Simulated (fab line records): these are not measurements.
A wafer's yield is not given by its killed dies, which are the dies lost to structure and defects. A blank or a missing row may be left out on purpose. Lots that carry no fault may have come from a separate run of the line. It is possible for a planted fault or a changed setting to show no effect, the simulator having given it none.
Lot-split experiment || flow n5_finfet || 21 wafers read across 7 lots, on a route 1938 steps long

THE SPLIT ITSELF
At N5_SD_EPI_N_COAT_03 (resist thk 150 nm), the setting spin_rpm was moved away from the recipe's 1500 rpm on 6 of the 21 wafers read, by -10.3% to +9.7%. All remaining wafers had this setting at the recipe value.

FROM THE SPLIT TO THE READING: what the file shows between them, 6 steps
- N5_SD_EPI_N_EBR_05
- N5_SD_EPI_N_SOFTBAKE_04: time 60 s
- N5_SD_EPI_N_EXPOSE_06: exposes mask SD N BLK, target cd 120 nm
- N5_SD_EPI_N_PEB_07: peb time 60 s
- N5_SD_EPI_N_DEVELOP_08: develop time 30 s
- N5_SD_EPI_N_DESCUM_14: chemistry O2, time 7.9 s

THE READING
CAR-ArF-block_of_SD_EPI_N_COAT_03.thk_nm (the simulator's own value, which no gauge read), in nm, at N5_SD_EPI_N_ETCH_34 (etches SiARC in CF4, target depth 45.5 nm, time 75.8 s). There is no usual value for it anywhere in the file. Here, 15 wafers ran the recipe; their average is 111.3 nm with a standard deviation of 0.8 nm.

{"wafer": "L076.1", "tool, chamber at the split": "litho_track-05, 0", "spin_rpm as run, rpm": 1500, "against the recipe": "recipe", "CAR-ArF-block_of_SD_EPI_N_COAT_03.thk_nm, nm": 113, "against lot-mates on the recipe": "-"}
{"wafer": "L076.3", "tool, chamber at the split": "litho_track-05, 0", "spin_rpm as run, rpm": 1500, "against the recipe": "recipe", "CAR-ArF-block_of_SD_EPI_N_COAT_03.thk_nm, nm": 111.6, "against lot-mates on the recipe": "-"}
{"wafer": "L076.4", "tool, chamber at the split": "litho_track-05, 0", "spin_rpm as run, rpm": 1500, "against the recipe": "recipe", "CAR-ArF-block_of_SD_EPI_N_COAT_03.thk_nm, nm": 111.6, "against lot-mates on the recipe": "-"}
{"wafer": "L083.1", "tool, chamber at the split": "litho_track-05, 0", "spin_rpm as run, rpm": 1578, "against the recipe": "+5.2%", "CAR-ArF-block_of_SD_EPI_N_COAT_03.thk_nm, nm": 106.6, "against lot-mates on the recipe": -3.5}
{"wafer": "L083.3", "tool, chamber at the split": "litho_track-05, 0", "spin_rpm as run, rpm": 1500, "against the recipe": "recipe", "CAR-ArF-block_of_SD_EPI_N_COAT_03.thk_nm, nm": 109.8, "against lot-mates on the recipe": "-"}
{"wafer": "L083.4", "tool, chamber at the split": "litho_track-05, 0", "spin_rpm as run, rpm": 1500, "against the recipe": "recipe", "CAR-ArF-block_of_SD_EPI_N_COAT_03.thk_nm, nm": 110.4, "against lot-mates on the recipe": "-"}
{"wafer": "L084.1", "tool, chamber at the split": "litho_track-04, 0", "spin_rpm as run, rpm": 1500, "against the recipe": "recipe", "CAR-ArF-block_of_SD_EPI_N_COAT_03.thk_nm, nm": 111, "against lot-mates on the recipe": "-"}
{"wafer": "L084.3", "tool, chamber at the split": "litho_track-04, 0", "spin_rpm as run, rpm": 1500, "against the recipe": "recipe", "CAR-ArF-block_of_SD_EPI_N_COAT_03.thk_nm, nm": 110.8, "against lot-mates on the recipe": "-"}
{"wafer": "L084.5", "tool, chamber at the split": "litho_track-04, 0", "spin_rpm as run, rpm": 1500, "against the recipe": "recipe", "CAR-ArF-block_of_SD_EPI_N_COAT_03.thk_nm, nm": 111.2, "against lot-mates on the recipe": "-"}
{"wafer": "L086.1", "tool, chamber at the split": "litho_track-05, 0", "spin_rpm as run, rpm": 1645, "against the recipe": "+9.7%", "CAR-ArF-block_of_SD_EPI_N_COAT_03.thk_nm, nm": 104.2, "against lot-mates on the recipe": -7.1}
{"wafer": "L086.2", "tool, chamber at the split": "litho_track-05, 0", "spin_rpm as run, rpm": 1500, "against the recipe": "recipe", "CAR-ArF-block_of_SD_EPI_N_COAT_03.thk_nm, nm": 111.6, "against lot-mates on the recipe": "-"}
{"wafer": "L086.6", "tool, chamber at the split": "litho_track-05, 0", "spin_rpm as run, rpm": 1500, "against the recipe": "recipe", "CAR-ArF-block_of_SD_EPI_N_COAT_03.thk_nm, nm": 111, "against lot-mates on the recipe": "-"}
{"wafer": "L090.1", "tool, chamber at the split": "litho_track-02, 0", "spin_rpm as run, rpm": 1500, "against the recipe": "recipe", "CAR-ArF-block_of_SD_EPI_N_COAT_03.thk_nm, nm": 111.2, "against lot-mates on the recipe": "-"}
{"wafer": "L090.4", "tool, chamber at the split": "litho_track-02, 0", "spin_rpm as run, rpm": 1500, "against the recipe": "recipe", "CAR-ArF-block_of_SD_EPI_N_COAT_03.thk_nm, nm": 111.2, "against lot-mates on the recipe": "-"}
{"wafer": "L090.6", "tool, chamber at the split": "litho_track-02, 0", "spin_rpm as run, rpm": 1500, "against the recipe": "recipe", "CAR-ArF-block_of_SD_EPI_N_COAT_03.thk_nm, nm": 113, "against lot-mates on the recipe": "-"}
{"wafer": "L096.1", "tool, chamber at the split": "litho_track-04, 0", "spin_rpm as run, rpm": 1500, "against the recipe": "recipe", "CAR-ArF-block_of_SD_EPI_N_COAT_03.thk_nm, nm": 111.2, "against lot-mates on the recipe": "-"}
{"wafer": "L096.3", "tool, chamber at the split": "litho_track-04, 0", "spin_rpm as run, rpm": 1553, "against the recipe": "+3.5%", "CAR-ArF-block_of_SD_EPI_N_COAT_03.thk_nm, nm": 109, "against lot-mates on the recipe": -2.2}
{"wafer": "L096.4", "tool, chamber at the split": "litho_track-04, 0", "spin_rpm as run, rpm": 1553, "against the recipe": "+3.5%", "CAR-ArF-block_of_SD_EPI_N_COAT_03.thk_nm, nm": 108, "against lot-mates on the recipe": -3.2}
{"wafer": "L097.2", "tool, chamber at the split": "litho_track-04, 0", "spin_rpm as run, rpm": 1500, "against the recipe": "recipe", "CAR-ArF-block_of_SD_EPI_N_COAT_03.thk_nm, nm": 111.2, "against lot-mates on the recipe": "-"}
{"wafer": "L097.4", "tool, chamber at the split": "litho_track-04, 0", "spin_rpm as run, rpm": 1346, "against the recipe": "-10.3%", "CAR-ArF-block_of_SD_EPI_N_COAT_03.thk_nm, nm": 119.8, "against lot-mates on the recipe": "+8.6"}
{"wafer": "L097.5", "tool, chamber at the split": "litho_track-04, 0", "spin_rpm as run, rpm": 1346, "against the recipe": "-10.3%", "CAR-ArF-block_of_SD_EPI_N_COAT_03.thk_nm, nm": 119.6, "against lot-mates on the recipe": "+8.4"}

THE FIT
A straight line over all 21 wafers: CAR-ArF-block_of_SD_EPI_N_COAT_03.thk_nm changes by -0.801 nm for each +1% of spin_rpm; r = -0.98; the points scatter about the line by 0.76 nm.
The same after taking each lot's own level away (the mean of its wafers on the recipe; 21 wafers): -0.788 nm for each +1%; r = -0.99; scatter 0.52 nm.
According to that fit, moving spin_rpm by its largest amount changes the reading by 8.1 nm.
From 110.10 to 112.07 nm: that is the span of the lots' own levels, equal to 2.5 times the standard deviation above.
The two slopes are in agreement: the lot-to-lot level therefore moves the slope only a little.
Check: +7.97 nm against its lot-mates is what the line predicts for one of the wafers moved furthest among these (-10.3%) when that wafer is left out of the fit. Against them it came out at +8.6 nm.

ADDITIONAL SPLITS CARRIED BY THESE WAFERS
Note: prior to the reading, these wafers also went through further splits. Each is held against what the fit with the lots' levels taken away leaves over:
{"other split on the same wafers": "N5_FIN_CUT_EXPOSE_05 dose_mj", "wafers away from the commonest value": 4, "r with CAR-ArF-block_of_SD_EPI_N_COAT_03.thk_nm (lot level and that fit taken away)": "+0.06"}
{"other split on the same wafers": "N5_DUMMY_GATE_HM_DEP_06 time_s", "wafers away from the commonest value": 15, "r with CAR-ArF-block_of_SD_EPI_N_COAT_03.thk_nm (lot level and that fit taken away)": "+0.01"}
{"other split on the same wafers": "N5_SD_EPI_N_COAT_33 spin_rpm", "wafers away from the commonest value": 9, "r with CAR-ArF-block_of_SD_EPI_N_COAT_03.thk_nm (lot level and that fit taken away)": "+0.42"}

THE WHOLE CHAIN: every reading that the file lists as answering this split, in the file's order
{"step": "N5_SD_EPI_N_COAT_03", "what it does": "resist thk 150 nm", "reading": "CAR-ArF-block_of_SD_EPI_N_COAT_03.thk_nm (the simulator's own value, which no gauge read)", "change (the file's fit)": "-0.757 nm for each +1% of the setting", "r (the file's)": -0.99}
{"step": "N5_SD_EPI_N_DEVELOP_08", "what it does": "develop time 30 s", "reading": "CAR-ArF-block_of_SD_EPI_N_COAT_03.thk_nm (the simulator's own value, which no gauge read)", "change (the file's fit)": "-0.744 nm for each +1% of the setting", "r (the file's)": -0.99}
{"step": "N5_SD_EPI_N_DESCUM_14", "what it does": "chemistry O2, time 7.9 s", "reading": "CAR-ArF-block_of_SD_EPI_N_COAT_03.thk_nm (the simulator's own value, which no gauge read)", "change (the file's fit)": "-0.749 nm for each +1% of the setting", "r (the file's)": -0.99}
{"step": "N5_SD_EPI_N_ETCH_34", "what it does": "etches SiARC in CF4, target depth 45.5 nm, time 75.8 s", "reading": "CAR-ArF-block_of_SD_EPI_N_COAT_03.thk_nm (the simulator's own value, which no gauge read)", "change (the file's fit)": "-0.77 nm for each +1% of the setting", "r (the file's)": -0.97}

FILE'S OWN FIT
CAR-ArF-block_of_SD_EPI_N_COAT_03.thk_nm changes by -0.77 nm for each +1% of spin_rpm, r = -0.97.
